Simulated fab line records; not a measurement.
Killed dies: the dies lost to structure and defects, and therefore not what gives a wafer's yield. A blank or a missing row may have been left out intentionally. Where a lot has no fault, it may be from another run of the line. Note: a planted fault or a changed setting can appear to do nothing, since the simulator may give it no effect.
Split-lot trial / flow n5Finfet / 7 lots, 21 wafers read, on a route of 1938 steps

== ON THE SPLIT ==
At N5_BEOL_M9_ETCH_62 (etches SOC in N2/H2, target depth 110 nm, overetch 22 nm, time 165 s), the setting sourceW was moved away from the recipe's 840 W on 5 of the 21 wafers read, by -10.5% to +14.0%. For the rest of the wafers, this setting stayed at what the recipe calls for.

The split's own step is where the reading is taken.

== THE READING ==
rfVppV, in V, at N5_BEOL_M9_ETCH_62 (etches SOC in N2/H2, target depth 110 nm, overetch 22 nm, time 165 s). A value of 523.8 V with a standard deviation of 2.9 V is what fault-free wafers of this fab line usually give.

wafer=L082.1; tool, chamber at the split=rieDiel-05, 1; sourceW as run, W=840; against the recipe=recipe; rfVppV, V=528.6; against lot-mates on the recipe=-
wafer=L082.2; tool, chamber at the split=rieDiel-05, 2; sourceW as run, W=957.6; against the recipe=+14.0%; rfVppV, V=504.4; against lot-mates on the recipe=-24.2
wafer=L082.3; tool, chamber at the split=rieDiel-05, 3; sourceW as run, W=957.6; against the recipe=+14.0%; rfVppV, V=498.1; against lot-mates on the recipe=-30.5
wafer=L083.4; tool, chamber at the split=rieDiel-05, 0; sourceW as run, W=840; against the recipe=recipe; rfVppV, V=520.4; against lot-mates on the recipe=-
wafer=L083.5; tool, chamber at the split=rieDiel-05, 0; sourceW as run, W=950.5; against the recipe=+13.2%; rfVppV, V=501.3; against lot-mates on the recipe=-19.1
wafer=L083.6; tool, chamber at the split=rieDiel-05, 3; sourceW as run, W=950.5; against the recipe=+13.2%; rfVppV, V=500.7; against lot-mates on the recipe=-19.7
wafer=L087.2; tool, chamber at the split=rieDiel-05, 2; sourceW as run, W=840; against the recipe=recipe; rfVppV, V=525.0; against lot-mates on the recipe=-
wafer=L087.5; tool, chamber at the split=rieDiel-05, 2; sourceW as run, W=840; against the recipe=recipe; rfVppV, V=524.8; against lot-mates on the recipe=-
wafer=L087.6; tool, chamber at the split=rieDiel-05, 3; sourceW as run, W=840; against the recipe=recipe; rfVppV, V=519.7; against lot-mates on the recipe=-
wafer=L089.1; tool, chamber at the split=rieDiel-02, 3; sourceW as run, W=840; against the recipe=recipe; rfVppV, V=527.6; against lot-mates on the recipe=-
wafer=L089.5; tool, chamber at the split=rieDiel-02, 0; sourceW as run, W=840; against the recipe=recipe; rfVppV, V=524.2; against lot-mates on the recipe=-
wafer=L089.6; tool, chamber at the split=rieDiel-02, 1; sourceW as run, W=840; against the recipe=recipe; rfVppV, V=523.5; against lot-mates on the recipe=-
wafer=L088.2; tool, chamber at the split=rieDiel-05, 0; sourceW as run, W=751.5; against the recipe=-10.5%; rfVppV, V=541.6; against lot-mates on the recipe=+16.4
wafer=L088.5; tool, chamber at the split=rieDiel-05, 2; sourceW as run, W=840; against the recipe=recipe; rfVppV, V=523.7; against lot-mates on the recipe=-
wafer=L088.6; tool, chamber at the split=rieDiel-05, 1; sourceW as run, W=840; against the recipe=recipe; rfVppV, V=526.6; against lot-mates on the recipe=-
wafer=L094.1; tool, chamber at the split=rieDiel-05, 3; sourceW as run, W=840; against the recipe=recipe; rfVppV, V=520.6; against lot-mates on the recipe=-
wafer=L094.4; tool, chamber at the split=rieDiel-05, 1; sourceW as run, W=840; against the recipe=recipe; rfVppV, V=527.6; against lot-mates on the recipe=-
wafer=L094.5; tool, chamber at the split=rieDiel-05, 3; sourceW as run, W=840; against the recipe=recipe; rfVppV, V=518.9; against lot-mates on the recipe=-
wafer=L093.1; tool, chamber at the split=rieDiel-03, 1; sourceW as run, W=840; against the recipe=recipe; rfVppV, V=520.9; against lot-mates on the recipe=-
wafer=L093.3; tool, chamber at the split=rieDiel-03, 3; sourceW as run, W=840; against the recipe=recipe; rfVppV, V=524.7; against lot-mates on the recipe=-
wafer=L093.5; tool, chamber at the split=rieDiel-03, 3; sourceW as run, W=840; against the recipe=recipe; rfVppV, V=523.9; against lot-mates on the recipe=-

FIT RESULTS
A straight line over all 21 wafers: rfVppV changes by -1.67 V for each +1% of sourceW; r = -0.96; the points scatter about the line by 2.9 V.
The same after taking each lot's own level away (the mean of its wafers on the recipe; 21 wafers): -1.7 V for each +1%; r = -0.97; scatter 2.8 V.
The reading moves by 24 V for the largest change in sourceW, on that fit.
The lots' own levels span 520.40 to 528.60 V, that is 2.8 times the standard deviation above.
Hence the lot-to-lot level has little effect on the slope; both slopes agree.
Check: for one of the wafers moved furthest among these (+14.0%), held out of the fit, the line's prediction against its lot-mates is -23.9 V. Against them it came out at -24.2 V.
Tool readings at the split's step, against how far the setting was moved: rfVppV r = -0.96.

== OTHER SPLITS ON THESE WAFERS ==
Other splits were also applied to these wafers ahead of the reading. Each is held against what the fit with the lots' levels taken away leaves over:
other split on the same wafers=N5_BEOL_M6_TRENCH_ETCH_37 timeS; wafers away from the commonest value=6; r with rfVppV (lot level and that fit taken away)=+0.02
other split on the same wafers=N5_BEOL_M7_COAT_59 spinRpm; wafers away from the commonest value=8; r with rfVppV (lot level and that fit taken away)=+0.05
other split on the same wafers=N5_BEOL_M7_COAT_05 spinRpm; wafers away from the commonest value=5; r with rfVppV (lot level and that fit taken away)=-0.56
other split on the same wafers=N5_BEOL_M8_COAT_22 spinRpm; wafers away from the commonest value=7; r with rfVppV (lot level and that fit taken away)=+0.18
other split on the same wafers=N5_BEOL_M9_COAT_05 spinRpm; wafers away from the commonest value=6; r with rfVppV (lot level and that fit taken away)=+0.12

== FILE'S OWN FIT ==
rfVppV changes by -1.69 V for each +1% of sourceW, r = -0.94.
